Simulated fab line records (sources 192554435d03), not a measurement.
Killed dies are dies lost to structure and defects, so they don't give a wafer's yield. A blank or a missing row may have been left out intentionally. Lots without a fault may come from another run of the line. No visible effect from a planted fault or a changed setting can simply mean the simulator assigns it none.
Split-lot trial || flow n5Finfet || on a route of 1938 steps: 7 lots, 21 wafers read

## SPLIT DETAILS
At N5_BEOL_M2_EXPOSE_08 (exposes mask M2), the setting doseMj was moved away from the recipe's 41.25 on 7 of the 21 wafers read, by -6.9% to +6.0%. This setting was run at the recipe's value on the other wafers.

## FROM THE SPLIT TO THE READING: what the file shows between them, 19 steps
- N5_BEOL_M2_PEB_09: peb time 60 s
- N5_BEOL_M2_DEVELOP_10: develop time 30 s
- N5_BEOL_M2_CD_MEAS_11: target cd 16.79 nm
- N5_BEOL_M2_DESCUM_16: chemistry O2, time 7 s
- N5_BEOL_M2_ETCH_74: etches underlayer in N2/H2, target depth 6.5 nm, time 5.2 s
- N5_BEOL_M2_ETCH_63: etches SiARC in CF4, target depth 15.6 nm, time 26 s
- N5_BEOL_M2_ETCH_64: etches SOC in N2/H2, target depth 75 nm, overetch 22.5 nm, time 121.9 s
- N5_BEOL_M2_STRIP_65: strips in N2/H2
- N5_BEOL_M2_STRIP_75: strips in N2/H2
- N5_BEOL_M2_HM_OPEN_17: chemistry Cl2/BCl3, target TiN, target depth 20 nm, overetch 6 nm
- N5_BEOL_M2_STRIP_19: strips in O2
- N5_BEOL_M2_CD_MEAS_18: pitch 36 nm, target cd 18 nm
- N5_BEOL_M2_COAT_67: time 60 s, resist thk 60 nm
- N5_BEOL_M2_COAT_68: time 60 s, resist thk 12 nm
- N5_BEOL_M2_STRIP_97: strips in N2/H2, time 10 s
- N5_BEOL_M2_HM_STRIP_39: strips TiN in peroxide tin strip, target depth 25 nm, time 158 s
- N5_BEOL_M2_SRD_40: time 30 s
- N5_BEOL_M2_PRECLEAN_42: cleans in residue remover, time 60 s
- N5_BEOL_M2_SRD_43: time 30 s

## THE READING
cdNm, in nm, at N5_BEOL_M2_CD_MEAS_35 (target cd 18 nm, target cd y 22.2 nm). Typical for fault-free wafers on this fab line: 18.02 nm, with standard deviation 0.29 nm.

{"wafer": "L074.1", "tool, chamber at the split": "euvScanner-02, 0", "doseMj as run": 43.37, "against the recipe": "+5.1%", "cdNm, nm": 19.15, "against lot-mates on the recipe": "+0.84"}
{"wafer": "L074.2", "tool, chamber at the split": "euvScanner-02, 0", "doseMj as run": 43.37, "against the recipe": "+5.1%", "cdNm, nm": 19.26, "against lot-mates on the recipe": "+0.95"}
{"wafer": "L074.6", "tool, chamber at the split": "euvScanner-02, 0", "doseMj as run": 41.25, "against the recipe": "recipe", "cdNm, nm": 18.31, "against lot-mates on the recipe": "-"}
{"wafer": "L075.1", "tool, chamber at the split": "euvScanner-01, 0", "doseMj as run": 41.25, "against the recipe": "recipe", "cdNm, nm": 18.06, "against lot-mates on the recipe": "-"}
{"wafer": "L075.2", "tool, chamber at the split": "euvScanner-01, 0", "doseMj as run": 41.25, "against the recipe": "recipe", "cdNm, nm": 17.51, "against lot-mates on the recipe": "-"}
{"wafer": "L075.3", "tool, chamber at the split": "euvScanner-01, 0", "doseMj as run": 41.25, "against the recipe": "recipe", "cdNm, nm": 17.85, "against lot-mates on the recipe": "-"}
{"wafer": "L084.2", "tool, chamber at the split": "euvScanner-01, 0", "doseMj as run": 42.75, "against the recipe": "+3.6%", "cdNm, nm": 18.27, "against lot-mates on the recipe": "+0.52"}
{"wafer": "L084.3", "tool, chamber at the split": "euvScanner-01, 0", "doseMj as run": 41.25, "against the recipe": "recipe", "cdNm, nm": 17.35, "against lot-mates on the recipe": "-"}
{"wafer": "L084.6", "tool, chamber at the split": "euvScanner-01, 0", "doseMj as run": 41.25, "against the recipe": "recipe", "cdNm, nm": 18.15, "against lot-mates on the recipe": "-"}
{"wafer": "L085.1", "tool, chamber at the split": "euvScanner-01, 0", "doseMj as run": 41.25, "against the recipe": "recipe", "cdNm, nm": 18.25, "against lot-mates on the recipe": "-"}
{"wafer": "L085.4", "tool, chamber at the split": "euvScanner-01, 0", "doseMj as run": 41.25, "against the recipe": "recipe", "cdNm, nm": 18.20, "against lot-mates on the recipe": "-"}
{"wafer": "L085.6", "tool, chamber at the split": "euvScanner-01, 0", "doseMj as run": 38.42, "against the recipe": "-6.9%", "cdNm, nm": 16.86, "against lot-mates on the recipe": -1.37}
{"wafer": "L087.1", "tool, chamber at the split": "euvScanner-01, 0", "doseMj as run": 43.72, "against the recipe": "+6.0%", "cdNm, nm": 19.18, "against lot-mates on the recipe": "+1.52"}
{"wafer": "L087.2", "tool, chamber at the split": "euvScanner-01, 0", "doseMj as run": 43.72, "against the recipe": "+6.0%", "cdNm, nm": 18.90, "against lot-mates on the recipe": "+1.24"}
{"wafer": "L087.5", "tool, chamber at the split": "euvScanner-01, 0", "doseMj as run": 41.25, "against the recipe": "recipe", "cdNm, nm": 17.66, "against lot-mates on the recipe": "-"}
{"wafer": "L082.2", "tool, chamber at the split": "euvScanner-02, 0", "doseMj as run": 41.25, "against the recipe": "recipe", "cdNm, nm": 18.56, "against lot-mates on the recipe": "-"}
{"wafer": "L082.3", "tool, chamber at the split": "euvScanner-02, 0", "doseMj as run": 41.25, "against the recipe": "recipe", "cdNm, nm": 18.00, "against lot-mates on the recipe": "-"}
{"wafer": "L082.5", "tool, chamber at the split": "euvScanner-02, 0", "doseMj as run": 41.25, "against the recipe": "recipe", "cdNm, nm": 18.17, "against lot-mates on the recipe": "-"}
{"wafer": "L097.1", "tool, chamber at the split": "euvScanner-02, 0", "doseMj as run": 41.25, "against the recipe": "recipe", "cdNm, nm": 17.98, "against lot-mates on the recipe": "-"}
{"wafer": "L097.2", "tool, chamber at the split": "euvScanner-02, 0", "doseMj as run": 41.25, "against the recipe": "recipe", "cdNm, nm": 17.90, "against lot-mates on the recipe": "-"}
{"wafer": "L097.5", "tool, chamber at the split": "euvScanner-02, 0", "doseMj as run": 43.55, "against the recipe": "+5.6%", "cdNm, nm": 19.12, "against lot-mates on the recipe": "+1.18"}

THE FIT
A straight line over all 21 wafers: cdNm changes by +0.184 nm for each +1% of doseMj; r = +0.89; the points scatter about the line by 0.3 nm.
The same after taking each lot's own level away (the mean of its wafers on the recipe; 21 wafers): +0.202 nm for each +1%; r = +0.95; scatter 0.21 nm.
The reading moves by 1.4 nm for the largest change in doseMj, on that fit.
Across the lots, their own levels run from 17.660 to 18.310 nm, a range of 2.2 times the standard deviation given above.
The two slopes are in agreement: the lot-to-lot level therefore moves the slope only a little.
Check: -1.41 nm against its lot-mates is what the line predicts for one of the wafers moved furthest among these (-6.9%) when that wafer is left out of the fit. Against them it came out at -1.37 nm.

## THE WHOLE CHAIN: every reading that the file lists as answering this split, in the file's order
{"step": "N5_BEOL_M2_CD_MEAS_11", "what it does": "target cd 16.79 nm", "reading": "cdNm", "change (the file's fit)": "+0.185 nm for each +1% of the setting", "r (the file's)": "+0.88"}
{"step": "N5_BEOL_M2_ETCH_74", "what it does": "etches underlayer in N2/H2, target depth 6.5 nm, time 5.2 s", "reading": "BEOL_M2.cdOffsetNm (the simulator's own value, which no gauge read)", "change (the file's fit)": "+0.216 nm for each +1% of the setting", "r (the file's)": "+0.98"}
{"step": "N5_BEOL_M2_ETCH_64", "what it does": "etches SOC in N2/H2, target depth 75 nm, overetch 22.5 nm, time 121.9 s", "reading": "BEOL_M2.cdOffsetNm (the simulator's own value, which no gauge read)", "change (the file's fit)": "+0.215 nm for each +1% of the setting", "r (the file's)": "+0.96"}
{"step": "N5_BEOL_M2_CD_MEAS_18", "what it does": "pitch 36 nm, target cd 18 nm", "reading": "cdNm", "change (the file's fit)": "+0.253 nm for each +1% of the setting", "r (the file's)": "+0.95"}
{"step": "N5_BEOL_M2_CD_MEAS_35", "what it does": "target cd 18 nm, target cd y 22.2 nm", "reading": "cdNm", "change (the file's fit)": "+0.2 nm for each +1% of the setting", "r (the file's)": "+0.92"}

## THE FILE'S OWN FIT
cdNm changes by +0.2 nm for each +1% of doseMj, r = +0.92.
